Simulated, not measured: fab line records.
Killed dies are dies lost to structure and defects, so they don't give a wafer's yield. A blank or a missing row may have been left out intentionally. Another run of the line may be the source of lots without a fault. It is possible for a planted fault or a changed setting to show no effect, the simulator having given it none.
Struck lot and sound lot, side by side	flow n5_finfet	22 steps out of a route of 1938
Sound: wafers L329.2, L329.5, L329.6. Wafers struck: L334.2, L334.3, L334.6. At the end, the cause is stated.
For every step that has rows: the tool of each side, followed by ch and its chambers, followed by its first start. Under that, the readings that differ: sound wafers	struck wafers	difference of the means	sigmas: that difference in standard deviations of wafers without a fault.
alike: a reading whose means differ by less than 2 such deviations, as well as words and numbers matching on both sides. not compared: withheld readings; readings where some wafer has no value; bounds like >300 that might hide an equal value; numbers whose values overlap and for which the record gives no deviation.
The two part at a step that has a row with sigmas, a row that says differs or no value, or rows on one side only. When numbers do not overlap yet have no deviation, they are printed without sigmas and do not part them. Lack of a reading on every wafer of one side parts them only where that side has two or more wafers.

first, 3 steps without rows for these wafers: N5_STI_FIN_REVEAL_PRECLEAN_26 (cleans in SC1, time 45 s); N5_STI_FIN_REVEAL_PRECLEAN_29 (cleans in DHF, time 30 s); N5_STI_FIN_REVEAL_SRD_12 (time 30 s).
N5_STI_FIN_REVEAL_RECESS_09: chemistry HF/NH3, target SiO2, afs cycles 11, target depth 42.5 nm, sublimation time 60 s.
  sound on vapor_etch-01 ch 0,1, day 3 22:14; struck on vapor_etch-02 ch 0,1, day 5 04:31
  alike: drypump_motor_current_A, temp_c
then, 2 steps without rows for these wafers: N5_STI_FIN_REVEAL_STRIP_16 (strips SiNx in H3PO4, target depth 23.8 nm); N5_STI_FIN_REVEAL_PRECLEAN_17 (cleans in NF3:NH3, afs cycles 1, time 20 s, sublimation time 60 s).
N5_STI_FIN_REVEAL_ETCH_34: etches Si in H2, material Si, target depth 0.97 nm.
  sound on rie_si-02 ch 0,2,3, day 4 00:20; struck on rie_si-04 ch 0,2,3, day 5 06:37
  alike: drypump_motor_current_A, h2_flow_sccm, oes_product_au, temp_c, throttle_valve_pct
  not compared: rf_hours_counter_h
N5_STI_FIN_REVEAL_OXIDATION_31: chemistry O2 PLASMA REMOTE, time 20 s.
  sound on plasma_asher-01 ch 0,1, day 4 00:23; struck on plasma_asher-01 ch 0,1, day 5 06:40
  alike: drypump_motor_current_A, heater_power_w, temp_c
  not compared: rf_hours_counter_h
then, 3 steps without rows for these wafers: N5_STI_FIN_REVEAL_PRECLEAN_32 (cleans in NF3:NH3, afs cycles 1, time 20 s, sublimation time 60 s); N5_STI_FIN_REVEAL_STRIP_35 (strips Si3N4 in H3PO4, target depth 4 nm, time 39 s); N5_STI_FIN_REVEAL_SRD_21 (time 30 s).
N5_STI_FIN_REVEAL_OXIDATION_33: chemistry O2 PLASMA REMOTE, time 20 s.
  sound on plasma_asher-02 ch 0,1, day 4 00:44; struck on plasma_asher-01 ch 0,1, day 5 07:01
reading	sound	struck	difference	sigmas
drypump_motor_current_A (A)	5.3 5.2 5.4	6.2 6.1 6.1	+0.8	+2
  alike: heater_power_w, temp_c
  not compared: rf_hours_counter_h
N5_STI_FIN_REVEAL_CLEAN_19: cleans in O3/DIW, time 120 s.
  sound on wet_bench-02 ch 1,2,6, day 4 00:50; struck on wet_bench-02 ch 1,2,3, day 5 07:07
  alike: temp_c
then, 1 step without rows for these wafers: N5_STI_FIN_REVEAL_SRD_23 (time 30 s).
N5_STI_FIN_REVEAL_CD_MEAS_22: target cd 6.238 nm, pitch 28 nm.
  sound: cd_sem-01 at day 4 00:55; struck: cd_sem-01 at day 5 07:11
  alike: cd_nm
N5_STI_FIN_REVEAL_FIN_H_MEAS_10:
  sound: ocd-01 at day 4 00:56; struck: ocd-01 at day 5 07:13
  alike: trench_depth_nm
then, 2 steps without rows for these wafers: N5_STI_FIN_REVEAL_PRECLEAN_18 (cleans in SC2, time 45 s); N5_STI_FIN_REVEAL_SRD_28 (time 30 s).
N5_STI_FIN_REVEAL_INSPECT_13: inspects for defects (darkfield).
  sound: defect_inspect-02 at day 4 01:01; struck: defect_inspect-01 at day 5 07:18
reading	sound	struck	difference	sigmas
raw_defect_count	12 7 8	561 514 514	+521	+99 or more
then, 1 step without rows for these wafers: N5_DUMMY_GATE_PRECLEAN_00 (cleans in O3/DIW, time 60 s).
-- the record jumps here: 6 days lie between the struck wafers' starts before and after (it left off in module DUMMY_GATE and takes up again in module BEOL_M4, whose first step shown is number 1111 of the route) --
N5_BEOL_M4_RC_MEAS_101:
  sound on prober-02 ch 0, day 9 11:30; struck on prober-01 ch 0, day 10 20:17
  alike: DIBL_N, DIBL_P, IOFF_N, IOFF_P, ION_N, ION_P, SS_N, SS_P, VT_N, VT_P
-- here the record skips 4 days between the struck wafers' starts before and after, leaving off in module BEOL_M4 and picking up in module PASSIVATION (first step shown: number 1936 of the route) --
N5_PASSIVATION_PROBE_49:
  record: rows for the struck wafers here (prober-01, day 15 03:17), none for the sound ones

## WHERE THEY PART
At N5_STI_FIN_REVEAL_OXIDATION_33 first; at N5_PASSIVATION_PROBE_49 last (within this record only).

WHY: what had been put in by the simulator
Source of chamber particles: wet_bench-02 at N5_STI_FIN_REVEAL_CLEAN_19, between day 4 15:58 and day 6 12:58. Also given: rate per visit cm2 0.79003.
